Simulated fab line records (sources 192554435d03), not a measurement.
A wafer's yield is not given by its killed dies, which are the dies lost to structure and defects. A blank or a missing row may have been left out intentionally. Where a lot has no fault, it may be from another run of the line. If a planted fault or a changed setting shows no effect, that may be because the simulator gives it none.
Chamber matching | flow n5_finfet | 3 sister chambers for N5_BEOL_M0_PRE_CLEAN_131 on cvd_co-02
The step time 15 s. 20 wafers are shown with their chamber, then 10 later ones without.

== EACH WAFER AND ITS CHAMBER ==
wafer  | chamber | heater_power_w (W)
L078.2 | 0       | 85
L078.3 | 1       | 131
L078.5 | 0       | 87
L083.1 | 2       | 99
L083.5 | 0       | 84
L083.6 | 2       | 97
L084.3 | 0       | 86
L084.4 | 0       | 85
L084.6 | 2       | 96
L085.1 | 0       | 83
L085.3 | 1       | 129
L085.5 | 2       | 98
L087.2 | 0       | 86
L087.5 | 2       | 98
L087.6 | 1       | 132
L091.2 | 2       | 99
L091.3 | 1       | 129
L091.5 | 2       | 97
L090.3 | 0       | 85
L090.4 | 1       | 130

SIGNATURES (means of the wafers above)
reading        | chamber 0 | chamber 1 | chamber 2 | scatter within a chamber
heater_power_w | 85.12     | 130.20    | 97.71     | 1.22
Rule: a wafer's distance from a chamber is the root of the sum, over the readings, of the square of ((its reading less the chamber's mean) divided by the reading's scatter). The wafer belongs to the nearest chamber; if the next one is less than 2 further off, it can't be placed. The scatter is the square root of a quotient: the sum, over the shown wafers, of each reading's squared deviation from its chamber's mean, divided by wafers minus chambers.

== WAFERS MISSING THEIR CHAMBER ==
wafer  | heater_power_w (W)
L090.6 | 98
L093.3 | 100
L093.5 | 87
L093.6 | 100
L095.2 | 130
L095.5 | 99
L095.6 | 84
L097.2 | 84
L097.3 | 100
L097.6 | 130

== WHICH CHAMBER EACH ONE RAN IN ==
wafer  | from the rows above | in truth
L090.6 | 2                   | 2
L093.3 | 2                   | 2
L093.5 | 0                   | 0
L093.6 | 2                   | 2
L095.2 | 1                   | 1
L095.5 | 2                   | 2
L095.6 | 0                   | 0
L097.2 | 0                   | 0
L097.3 | 2                   | 2
L097.6 | 1                   | 1
10 of 10 placed correctly. Left unplaced by these rows: 0. Wrongly placed: 0.
